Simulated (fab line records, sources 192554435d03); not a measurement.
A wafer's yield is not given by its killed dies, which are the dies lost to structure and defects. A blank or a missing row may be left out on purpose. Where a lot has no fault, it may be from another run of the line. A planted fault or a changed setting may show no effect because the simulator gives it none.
Split-lot study | flow n5Finfet | 7 lots, 21 wafers read, on a route of 1938 steps

## ON THE SPLIT
At N5_FIN_CUT_COAT_18 (time 60 s, resist thk 230 nm), the setting spinRpm was moved away from the recipe's 1500 rpm on 7 of the 21 wafers read, by -8.6% to +10.3%. For the rest of the wafers, this setting stayed at what the recipe calls for.

Reading taken at the split's own step.

## THE READING
SOC_of_FIN_CUT_COAT_18.thkNm (the simulator's own value, which no gauge read), in nm, at N5_FIN_CUT_COAT_18 (time 60 s, resist thk 230 nm). The file gives no usual value for it. Here, 14 wafers ran the recipe; their average is 230.3 nm with a standard deviation of 0.84 nm.

wafer  | tool, chamber at the split | spinRpm as run, rpm | against the recipe | SOC_of_FIN_CUT_COAT_18.thkNm, nm | against lot-mates on the recipe
L074.4 | lithoTrack-04, 0           | 1500                | recipe             | 231.2                            | -
L074.5 | lithoTrack-04, 0           | 1500                | recipe             | 231.6                            | -
L074.6 | lithoTrack-04, 0           | 1500                | recipe             | 230.6                            | -
L081.1 | lithoTrack-03, 0           | 1500                | recipe             | 230.4                            | -
L081.5 | lithoTrack-03, 0           | 1500                | recipe             | 230.8                            | -
L081.6 | lithoTrack-03, 0           | 1500                | recipe             | 229.8                            | -
L084.2 | lithoTrack-02, 0           | 1655                | +10.3%             | 219.2                            | -10.6
L084.4 | lithoTrack-02, 0           | 1500                | recipe             | 229.8                            | -
L084.6 | lithoTrack-02, 0           | 1655                | +10.3%             | 218.4                            | -11.4
L086.2 | lithoTrack-03, 0           | 1500                | recipe             | 230.6                            | -
L086.3 | lithoTrack-03, 0           | 1500                | recipe             | 230.6                            | -
L086.4 | lithoTrack-03, 0           | 1500                | recipe             | 230.8                            | -
L088.2 | lithoTrack-02, 0           | 1586                | +5.7%              | 223.8                            | -7.0
L088.4 | lithoTrack-02, 0           | 1586                | +5.7%              | 224                              | -6.8
L088.6 | lithoTrack-02, 0           | 1500                | recipe             | 230.8                            | -
L093.1 | lithoTrack-04, 0           | 1500                | recipe             | 228.4                            | -
L093.2 | lithoTrack-04, 0           | 1651                | +10.1%             | 218.2                            | -10.4
L093.3 | lithoTrack-04, 0           | 1500                | recipe             | 228.8                            | -
L094.2 | lithoTrack-04, 0           | 1500                | recipe             | 230                              | -
L094.3 | lithoTrack-04, 0           | 1371                | -8.6%              | 241.2                            | +11.2
L094.4 | lithoTrack-04, 0           | 1371                | -8.6%              | 241                              | +11.0

THE FIT
A straight line over all 21 wafers: SOC_of_FIN_CUT_COAT_18.thkNm changes by -1.18 nm for each +1% of spinRpm; r = -0.99; the points scatter about the line by 0.79 nm.
The same after taking each lot's own level away (the mean of its wafers on the recipe; 21 wafers): -1.15 nm for each +1%; r = -1.00; scatter 0.58 nm.
According to that fit, moving spinRpm by its largest amount changes the reading by 12 nm.
The lots' own levels span 228.60 to 231.13 nm, that is 3.0 times the standard deviation above.
Consequently the slope shifts little with the lot-to-lot level, the two slopes agreeing.
Check: with one of the wafers moved furthest among these (+10.3%) left out of the fit, the line predicts -11.9 nm for it against its lot-mates. Against them it came out at -10.6 nm.

## OTHER SPLITS APPLIED TO THESE WAFERS
Before the reading, these wafers also passed through other splits. Each is held against what the fit with the lots' levels taken away leaves over:
other split on the same wafers           | wafers away from the commonest value | r with SOC_of_FIN_CUT_COAT_18.thkNm (lot level and that fit taken away)
N5_ZERO_LAYER_EXPOSE_08 doseMj           | 6                                    | -0.21
N5_ZERO_LAYER_DEVELOP_10 developTimeS    | 10                                   | +0.06
N5_PMOS_HMC_CHANNEL_EPI_EXPOSE_06 doseMj | 7                                    | -0.28
N5_PMOS_HMC_CHANNEL_EPI_PEB_07 pebTempC  | 6                                    | -0.18
N5_FIN_SAQP_ETCH_52 sourceW              | 6                                    | -0.53

## FILE'S OWN FIT
SOC_of_FIN_CUT_COAT_18.thkNm changes by -1.12 nm for each +1% of spinRpm, r = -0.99.
